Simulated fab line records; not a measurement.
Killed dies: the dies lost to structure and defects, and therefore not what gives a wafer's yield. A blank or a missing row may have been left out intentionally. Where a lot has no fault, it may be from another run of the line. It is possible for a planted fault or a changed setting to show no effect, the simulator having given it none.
A struck lot beside a sound one :: flow n5-finfet :: 35 out of 1938 route steps
Sound: wafers L242.2, L242.3, L242.5. Struck: wafers L241.1, L241.2, L241.6. The cause comes at the end.
Order at every step that has rows: each side's tool, ch and its chambers, its first start. Under that, the readings that differ: sound wafers :: struck wafers :: difference of the means :: sigmas: that difference in standard deviations of wafers without a fault.
alike: same words and numbers on both sides, and readings whose means sit less than 2 such deviations apart. not compared: any withheld reading, any reading some wafer has no value for, any bound like >300 that may hide the same value, and any number with overlapping values for which the record gives no deviation.
Wherever a step has rows on one side only, a row that says differs or no value, or a row with sigmas, the two part there. Non-overlapping numbers with no deviation appear without sigmas and do not part them. A reading that every wafer of one side lacks parts them only if that side has two wafers or more.

first, 11 steps without rows for these wafers: N5_MOL_CONTACT_COAG_ETCH_91 (etches SOC in N2/H2, target depth 60 nm, overetch 21 nm, time 101.2 s); N5_MOL_CONTACT_COAG_STRIP_92 (strips in N2/H2); N5_MOL_CONTACT_COAG_STRIP_93 (strips in N2/H2); N5_MOL_CONTACT_COAG_ETCHBACK_135 (etches SiO2 in CHF3, target depth 25 nm, time 16.7 s); N5_MOL_CONTACT_COAG_STRIP_118 (strips in CHF3); N5_MOL_CONTACT_COAG_VIA_ETCH_46 (etches SiO2 in C4F6/O2, target depth 46 nm, overetch 9.2 nm, time 40 s); N5_MOL_CONTACT_COAG_STRIP_96 (strips in N2/H2); N5_MOL_CONTACT_COAG_ETCH_47 (etches SiNx in CH3F/O2, stops on W, target depth 27 nm); N5_MOL_CONTACT_COAG_STRIP_119 (strips in N2/H2, time 30 s); N5_MOL_CONTACT_COAG_PRECLEAN_144 (cleans in alkaline clean, time 60 s); N5_MOL_CONTACT_COAG_SRD_145 (time 30 s).
N5_MOL_CONTACT_COAG_COAT_62: time 60 s, resist thk 60 nm.
  sound on litho-track-01 ch 0, day 10 13:04; struck on litho-track-05 ch 0, day 10 05:39
reading: spin-speed-rpm (rpm)
sound: 1499.4 1499.4 1498.4
struck: 1799.0 1798.1 1799.8
difference: +299.9
sigmas: +99 or more

reading: model.SOC_of_MOL_CONTACT_COAG_COAT_62.thk-nm (nm)
sound: 59.8 60 60
struck: 55 54.6 54.8
difference: -5
sigmas: 
  alike: plate-temp-C
then, 13 steps without rows for these wafers: N5_MOL_CONTACT_COAG_COAT_63 (time 60 s, resist thk 10 nm); N5_MOL_CONTACT_COAG_COAT_64 (time 60 s, resist thk 10 nm); N5_MOL_CONTACT_COAG_COAT_34 (resist thk 40 nm); N5_MOL_CONTACT_COAG_EBR_36; N5_MOL_CONTACT_COAG_SOFTBAKE_35 (time 60 s); N5_MOL_CONTACT_COAG_EXPOSE_37 (exposes mask VD, defocus 0 nm); N5_MOL_CONTACT_COAG_PEB_38 (peb time 60 s); N5_MOL_CONTACT_COAG_DEVELOP_39 (develop time 30 s); N5_MOL_CONTACT_COAG_DESCUM_45 (chemistry O2, time 7 s); N5_MOL_CONTACT_COAG_ETCH_65 (etches underlayer in N2/H2, target depth 13 nm, time 10.4 s); N5_MOL_CONTACT_COAG_ETCH_66 (etches SiARC in CF4, target depth 13 nm, time 21.7 s); N5_MOL_CONTACT_COAG_ALD_133 (deposits SiO2, target thk 5 nm, pulse time 1 s, co reactant pulse time 1 s); N5_MOL_CONTACT_COAG_ETCHBACK_134 (etches SiO2 in CHF3, target depth 10 nm, time 6.7 s).
N5_MOL_CONTACT_COAG_ETCH_67: etches SOC in N2/H2, target depth 60 nm, overetch 21 nm, time 101.2 s.
  sound on rie-diel-01 ch 0,2,3, day 10 13:49; struck on rie-diel-03 ch 0,1, day 10 06:34
reading: model.etch.depth-nm (nm)
sound: 59.82 59.95 60.05
struck: 54.94 54.66 54.74
difference: -5.16
sigmas: 
  alike: bias-w, chamber-pressure-mTorr, drypump-motor-current-A, oes-product-au, rf-vpp-V, showerhead-plenum-p-Torr, throttle-valve-pct
  not compared: rf-hours-counter-h
then, 6 steps without rows for these wafers: N5_MOL_CONTACT_COAG_STRIP_68 (strips in N2/H2); N5_MOL_CONTACT_COAG_STRIP_69 (strips in N2/H2); N5_MOL_CONTACT_COAG_ETCHBACK_136 (etches SiO2 in CHF3, target depth 25 nm, time 16.7 s); N5_MOL_CONTACT_COAG_STRIP_120 (strips in CHF3); N5_MOL_CONTACT_COAG_VIA_ETCH_117 (etches SiO2 in C4F6/O2, target depth 40 nm, overetch 8 nm, time 26 s); N5_MOL_CONTACT_COAG_ETCH_124 (etches SiNx in CH3F/O2, stops on SiOC, target depth 6.5 nm).
N5_MOL_CONTACT_COAG_ETCH_48: etches SiOC in C4F6/O2, target depth 15 nm, overetch 4.5 nm, time 17 s.
  sound on rie-diel-01 ch 0,2,3, day 10 14:01; struck on rie-diel-03 ch 0,1, day 10 06:46
reading: model.SOC_of_MOL_CONTACT_COAG_COAT_62.thk-nm (nm)
sound: 45.2 45.2 45.8
struck: 40.2 40.8 40.8
difference: -4.8
sigmas: 
  alike: bias-w, chamber-pressure-mTorr, drypump-motor-current-A, oes_ar_750_au, oes_f_703_au, oes-product-au, rf-vpp-V, showerhead-plenum-p-Torr, throttle-valve-pct
  not compared: rf-hours-counter-h
then, 1 step without rows for these wafers: N5_MOL_CONTACT_COAG_STRIP_72 (strips in N2/H2).
-- here the record skips 4 days between the struck wafers' starts before and after, leaving off in module MOL_CONTACT_COAG and picking up in module BEOL_M4 (first step shown: number 1111 of the route) --
N5_BEOL_M4_RC_MEAS_101:
  sound on prober-01 ch 0, day 13 22:35; struck on prober-02 ch 0, day 13 22:21
  alike: DIBL_N, DIBL_P, IOFF_N, IOFF_P, ION_N, ION_P, SS_N, SS_P, VT_N, VT_P

== WHERE THEY PART ==
At N5_MOL_CONTACT_COAG_COAT_62 and nowhere else, as far as this record goes. Later steps at which nothing parts them and some readings are alike: N5_MOL_CONTACT_COAG_ETCH_67, N5_MOL_CONTACT_COAG_ETCH_48, N5_BEOL_M4_RC_MEAS_101.

WHY: what had been put in by the simulator
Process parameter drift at N5_MOL_CONTACT_COAG_COAT_62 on litho-track-05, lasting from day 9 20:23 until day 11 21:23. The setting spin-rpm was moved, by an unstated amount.
